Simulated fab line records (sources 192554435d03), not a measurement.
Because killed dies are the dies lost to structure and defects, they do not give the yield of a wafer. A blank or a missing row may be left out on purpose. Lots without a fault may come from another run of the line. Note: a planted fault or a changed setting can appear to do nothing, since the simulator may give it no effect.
Chamber matching | flow n5_finfet | N5_FIN_SAQP_ETCH_69 on rie_diel-04 has 4 sister chambers
The step etches SOC in N2/H2, stops on SiNx, target depth 150 nm. 14 wafers are shown with their chamber, then 7 later ones without.

== WAFERS WITH THEIR CHAMBER ==
wafer  | chamber | showerhead_plenum_p_Torr (Torr) | throttle_valve_pct (%) | oes_product_au (a.u.)
L784.2 | 1       | 2.63                            | 17.84                  | 0.72
L784.3 | 3       | 2.43                            | 17.49                  | 0.71
L784.6 | 1       | 2.63                            | 17.84                  | 0.72
L787.2 | 1       | 2.62                            | 17.86                  | 0.71
L787.3 | 2       | 2.70                            | 17.69                  | 0.90
L787.5 | 3       | 2.42                            | 17.51                  | 0.71
L789.1 | 3       | 2.42                            | 17.51                  | 0.71
L789.3 | 1       | 2.62                            | 17.85                  | 0.70
L789.5 | 2       | 2.69                            | 17.73                  | 0.88
L792.1 | 2       | 2.69                            | 17.73                  | 0.88
L792.5 | 1       | 2.62                            | 17.87                  | 0.70
L792.6 | 0       | 2.73                            | 18.05                  | 0.95
L793.3 | 3       | 2.42                            | 17.54                  | 0.70
L793.4 | 0       | 2.73                            | 18.05                  | 0.94

SIGNATURES, as means of the wafers listed above
reading                  | chamber 0 | chamber 1 | chamber 2 | chamber 3 | scatter within a chamber
showerhead_plenum_p_Torr | 2.7300    | 2.6240    | 2.6933    | 2.4225    | 0.00512
throttle_valve_pct       | 18.0500   | 17.8520   | 17.7167   | 17.5125   | 0.0174
oes_product_au           | 0.9450    | 0.7100    | 0.8867    | 0.7075    | 0.0089
Rule: for each reading, subtract the chamber's mean from the wafer's reading, divide by that reading's scatter and square the result; add these up over the readings and take the root, which gives the wafer's distance from the chamber. If the next closest chamber is less than 2 further off than the closest, the wafer can't be placed; otherwise it belongs to the closest. The scatter: take each reading less its chamber's mean, square it, sum over the shown wafers, divide by the number of wafers less the number of chambers, and take the root.

== WAFERS WHOSE CHAMBER IS MISSING ==
wafer  | showerhead_plenum_p_Torr (Torr) | throttle_valve_pct (%) | oes_product_au (a.u.)
L793.6 | 2.62                            | 17.88                  | 0.69
L802.3 | 2.41                            | 17.55                  | 0.69
L802.5 | 2.68                            | 17.75                  | 0.85
L802.6 | 2.61                            | 17.89                  | 0.68
L806.2 | 2.41                            | 17.56                  | 0.68
L806.3 | 2.68                            | 17.77                  | 0.83
L806.6 | 2.68                            | 17.79                  | 0.83

== WHICH CHAMBER EACH ONE RAN IN ==
wafer  | from the rows above | in truth
L793.6 | 1                   | 1
L802.3 | 3                   | 3
L802.5 | 2                   | 2
L802.6 | 1                   | 1
L806.2 | 3                   | 3
L806.3 | 2                   | 2
L806.6 | 2                   | 2
7 of 7 placed correctly. Left unplaced by these rows: 0. Number placed wrongly: 0.
